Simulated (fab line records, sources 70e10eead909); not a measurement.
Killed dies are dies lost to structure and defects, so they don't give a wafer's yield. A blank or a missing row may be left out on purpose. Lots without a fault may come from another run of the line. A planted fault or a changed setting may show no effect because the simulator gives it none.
Chamber matching | flow nand_harc | NHARC_P_M0_CMP_23 on cmp-04: 4 sister chambers
The step polishes, t overpolish 20 s, target thk 117.54 nm. 22 wafers are shown with their chamber, then 11 later ones without.

WAFERS WITH THEIR CHAMBER
wafer  | chamber | motor_current_A (A) | time_to_endpoint_s (s)
L074.1 | 2       | 11.0                | 26
L074.3 | 1       | 10.7                | 27
L074.6 | 1       | 10.9                | 27
L076.4 | 2       | 11.2                | 27
L076.5 | 0       | 13.5                | 34
L076.6 | 3       | 12.8                | 27
L077.1 | 2       | 11.3                | 26
L077.5 | 2       | 11.5                | 26
L077.6 | 1       | 11.3                | 24
L080.4 | 3       | 12.8                | 27
L080.5 | 1       | 11.2                | 28
L080.6 | 2       | 11.1                | 27
L087.1 | 0       | 14.0                | 37
L087.5 | 1       | 11.0                | 28
L087.6 | 0       | 13.5                | 36
L087.2 | 3       | 12.9                | 27
L087.3 | 1       | 10.9                | 30
L087.4 | 2       | 11.3                | 29
L086.1 | 2       | 10.8                | 26
L086.3 | 1       | 10.8                | 28
L086.5 | 3       | 13.5                | 26
L091.1 | 2       | 10.6                | 27

SIGNATURES (means of the wafers above)
reading            | chamber 0 | chamber 1 | chamber 2 | chamber 3 | scatter within a chamber
motor_current_A    | 13.667    | 10.971    | 11.100    | 13.000    | 0.277
time_to_endpoint_s | 35.67     | 27.43     | 26.75     | 26.75     | 1.35
Rule: a wafer's distance from a chamber is the root of the sum, over the readings, of the square of ((its reading less the chamber's mean) divided by the reading's scatter). The wafer belongs to the nearest chamber; if the next one is less than 2 further off, it can't be placed. The scatter: the root of (the sum of the squares of (reading less its chamber's mean) over the shown wafers, divided by (wafers less chambers)).

WAFERS WITHOUT THEIR CHAMBER
wafer  | motor_current_A (A) | time_to_endpoint_s (s)
L091.4 | 13.6                | 25
L091.5 | 11.5                | 26
L094.2 | 11.2                | 25
L094.3 | 10.2                | 22
L094.5 | 12.9                | 21
L096.2 | 11.8                | 29
L096.3 | 12.7                | 26
L096.5 | 13.6                | 27
L096.1 | 10.6                | 25
L096.4 | 14.4                | 36
L096.6 | 11.1                | 27

WHICH CHAMBER EACH WENT THROUGH
wafer  | from the rows above          | in truth
L091.4 | 3                            | 3
L091.5 | can't be placed: 2 or 1      | 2
L094.2 | can't be placed: 2 or 1      | 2
L094.3 | can't be placed: 2 or 1      | 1
L094.5 | 3                            | 3
L096.2 | can't be placed: 2 or 1 or 3 | 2
L096.3 | 3                            | 3
L096.5 | 3                            | 3
L096.1 | can't be placed: 2 or 1      | 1
L096.4 | 0                            | 0
L096.6 | can't be placed: 2 or 1      | 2
Placed correctly: 5 of 11. Can't be placed from these rows: 6 (the true chamber is among the candidates in 6). Placed wrongly: 0.
